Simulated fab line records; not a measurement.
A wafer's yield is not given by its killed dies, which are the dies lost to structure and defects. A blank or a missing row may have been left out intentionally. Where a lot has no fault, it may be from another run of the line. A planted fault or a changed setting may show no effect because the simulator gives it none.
Matching of chambers + flow nand-harc + NHARC_A_CHANNEL_HOLE_D1_ETCH_38 on rie-diel-05: 4 sister chambers
The step etches the open film in CF4, target depth 39 nm, time 65 s. 8 wafers are shown with their chamber, then 7 later ones without.

== WAFERS PAIRED WITH THEIR CHAMBERS ==
| wafer  | chamber | showerhead-plenum-p-Torr (Torr) | drypump-motor-current-A (A) |
|--------|---------|---------------------------------|-----------------------------|
| L173.5 | 1       | 1.69                            | 5.5                         |
| L181.2 | 1       | 1.69                            | 5.6                         |
| L182.5 | 2       | 1.70                            | 6.1                         |
| L183.3 | 3       | 1.80                            | 5.5                         |
| L183.5 | 0       | 1.84                            | 5.5                         |
| L184.2 | 0       | 1.84                            | 5.4                         |
| L184.5 | 3       | 1.80                            | 5.6                         |
| L184.6 | 2       | 1.69                            | 6.2                         |

== WAFERS WITH NO CHAMBER GIVEN ==
| wafer  | showerhead-plenum-p-Torr (Torr) | drypump-motor-current-A (A) |
|--------|---------------------------------|-----------------------------|
| L185.3 | 1.69                            | 5.5                         |
| L186.1 | 1.69                            | 6.2                         |
| L186.2 | 1.69                            | 5.6                         |
| L190.1 | 1.84                            | 5.5                         |
| L195.2 | 1.69                            | 6.2                         |
| L195.4 | 1.80                            | 5.6                         |
| L195.6 | 1.69                            | 5.5                         |

== THE CHAMBER EACH PASSED THROUGH ==
| wafer  | from the rows above | in truth |
|--------|---------------------|----------|
| L185.3 | 1                   | 1        |
| L186.1 | 2                   | 2        |
| L186.2 | 1                   | 1        |
| L190.1 | 0                   | 0        |
| L195.2 | 2                   | 2        |
| L195.4 | 3                   | 3        |
| L195.6 | 1                   | 1        |
Correctly placed: 7 of 7. Left unplaced by these rows: 0. Wrongly placed: 0.
How it was worked out, from the rows above alone: a wafer's distance from a chamber is the root of the sum, over the readings, of the square of ((its reading less the chamber's mean) divided by the reading's scatter). The wafer belongs to the nearest chamber; if the next one is less than 2 further off, it can't be placed. For every chamber, the mean is computed from those of its wafers that are shown. The scatter: the root of (the sum of the squares of (reading less its chamber's mean) over the shown wafers, divided by (wafers less chambers)).
